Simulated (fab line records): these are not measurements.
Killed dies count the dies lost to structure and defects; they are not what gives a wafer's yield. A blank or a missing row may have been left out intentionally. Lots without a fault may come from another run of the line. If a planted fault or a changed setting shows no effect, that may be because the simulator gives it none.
One fault through the eyes of 2 desks + flow n5_finfet + each desk has only its own numbers; what lay behind them comes last

## DESK OF THE TOOL OWNER: krf_scanner-02
The tool's own readings at N5_WELL_APT_EXPOSE_22 (exposes mask PWELL, defocus 0 nm, target cd 200 nm): means of the sampled wafers that have a number, for each lot that ran on this tool. A lot is out of limits, marked OUT, if its mean lies more than 4 standard deviations from the usual mean; the brackets give that distance.
Columns: A = exposure_dose_mJ_cm2 at N5_WELL_APT_EXPOSE_22, usual 23.174
| lot  | first seen here | A                |
|------|-----------------|------------------|
| L339 | day 1 20:38     | 23.164           |
| L348 | day 4 02:59     | 23.213           |
| L350 | day 4 14:46     | 23.652 (+22) OUT |
| L352 | day 5 03:04     | 23.527 (+16) OUT |
This desk's finding: out of limits on L350, L352; first on L350, day 4 14:46 (exposure_dose_mJ_cm2 at N5_WELL_APT_EXPOSE_22). L339, L348: within limits.

## METROLOGY DESK
Means of the sampled wafers that have a number, per lot and without regard to the tool the lot ran on: this is what the gauges read. A lot is out of limits, marked OUT, if its mean lies more than 4 standard deviations from the usual mean; the brackets give that distance. Readings shown: 7 of its 10, picked as those furthest out on some lot.
Columns: A = DIBL_P at N5_BEOL_M4_RC_MEAS_101, usual 35.9 mV/V; B = IOFF_N at N5_BEOL_M4_RC_MEAS_101, usual 0.16 nA/um; C = IOFF_P at N5_BEOL_M4_RC_MEAS_101, usual 0.21 nA/um; D = ION_N at N5_BEOL_M4_RC_MEAS_101, usual 672 uA/um; E = ION_P at N5_BEOL_M4_RC_MEAS_101, usual 461 uA/um; F = VT_N at N5_BEOL_M4_RC_MEAS_101, usual 250 mV; G = VT_P at N5_BEOL_M4_RC_MEAS_101, usual -251 mV
| lot  | first seen here | A    | B    | C    | D   | E   | F   | G    |
|------|-----------------|------|------|------|-----|-----|-----|------|
| L339 | day 8 15:25     | 35.8 | 0.16 | 0.23 | 674 | 469 | 247 | -247 |
| L343 | day 9 08:31     | 36.7 | 0.16 | 0.21 | 672 | 462 | 251 | -251 |
| L348 | day 10 06:25    | 36.8 | 0.19 | 0.22 | 683 | 464 | 247 | -251 |
| L350 | day 11 11:02    | 36.3 | 0.16 | 0.21 | 674 | 464 | 250 | -249 |
| L352 | day 11 19:51    | 36.2 | 0.16 | 0.24 | 664 | 465 | 250 | -247 |
| L353 | day 12 13:22    | 36.8 | 0.20 | 0.27 | 689 | 475 | 246 | -245 |
| L356 | day 12 16:39    | 34.6 | 0.15 | 0.19 | 672 | 459 | 250 | -253 |
| L359 | day 12 23:56    | 35.7 | 0.14 | 0.19 | 671 | 460 | 251 | -254 |
| L361 | day 13 23:44    | 32.6 | 0.11 | 0.16 | 657 | 457 | 256 | -253 |
This desk found nothing out of limits on any of the 9 lots.

## TAKEN TOGETHER
On L350, L352, at day 4 14:46, an alarm was possible from the tool owner's desk.
Nothing out of limits was seen by the metrology desk.
The metrology desk has L350, L352 on record, within its limits.
The lots listed all ran N5_WELL_APT_EXPOSE_22 on krf_scanner-02.

## WHAT WAS PUT IN BY THE SIMULATOR
Drift in process parameters on krf_scanner-02 at N5_WELL_APT_EXPOSE_22, starting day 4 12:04. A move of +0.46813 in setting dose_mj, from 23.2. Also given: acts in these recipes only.
Lots struck among those shown: L350, L352.
Delay in hours, fault start to first out-of-limits reading, by desk: the tool owner's desk at 3.
